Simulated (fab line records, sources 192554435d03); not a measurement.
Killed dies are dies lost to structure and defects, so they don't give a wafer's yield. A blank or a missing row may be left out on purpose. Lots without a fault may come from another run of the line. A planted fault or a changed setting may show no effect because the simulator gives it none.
Chamber matching | flow n5_finfet | N5_BEOL_M3_ETCH_63 on rie_diel-03: 4 sister chambers
The step etches SiARC in CF4, target depth 15.6 nm, time 26 s. 8 wafers are shown with their chamber, then 7 later ones without.

WAFERS WITH THEIR CHAMBER
wafer  | chamber | showerhead_plenum_p_Torr (Torr) | etch_rf_on_time_s (s)
L079.2 | 1       | 2.20                            | 25.9
L080.1 | 1       | 2.20                            | 25.5
L080.4 | 3       | 2.20                            | 27.0
L088.1 | 2       | 2.12                            | 25.7
L088.2 | 3       | 2.19                            | 26.9
L088.4 | 0       | 2.04                            | 26.2
L095.3 | 0       | 2.04                            | 25.5
L095.5 | 2       | 2.12                            | 25.6

WAFERS WITHOUT THEIR CHAMBER
wafer  | showerhead_plenum_p_Torr (Torr) | etch_rf_on_time_s (s)
L095.6 | 2.18                            | 26.2
L091.3 | 2.18                            | 26.6
L091.5 | 2.04                            | 25.5
L091.6 | 2.19                            | 26.2
L090.2 | 2.18                            | 26.5
L090.4 | 2.12                            | 25.5
L090.5 | 2.18                            | 26.0

WHICH CHAMBER EACH WENT THROUGH
wafer  | from the rows above     | in truth
L095.6 | can't be placed: 3 or 1 | 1
L091.3 | 3                       | 3
L091.5 | 0                       | 0
L091.6 | can't be placed: 3 or 1 | 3
L090.2 | can't be placed: 3 or 1 | 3
L090.4 | 2                       | 2
L090.5 | can't be placed: 3 or 1 | 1
Placed correctly: 3 of 7. Can't be placed from these rows: 4 (the true chamber is among the candidates in 4). Placed wrongly: 0.
How it was worked out, from the rows above alone: a wafer's distance from a chamber is the root of the sum, over the readings, of the square of ((its reading less the chamber's mean) divided by the reading's scatter). The wafer belongs to the nearest chamber; if the next one is less than 2 further off, it can't be placed. A chamber's mean is the mean of its shown wafers. The scatter: the root of (the sum of the squares of (reading less its chamber's mean) over the shown wafers, divided by (wafers less chambers)).
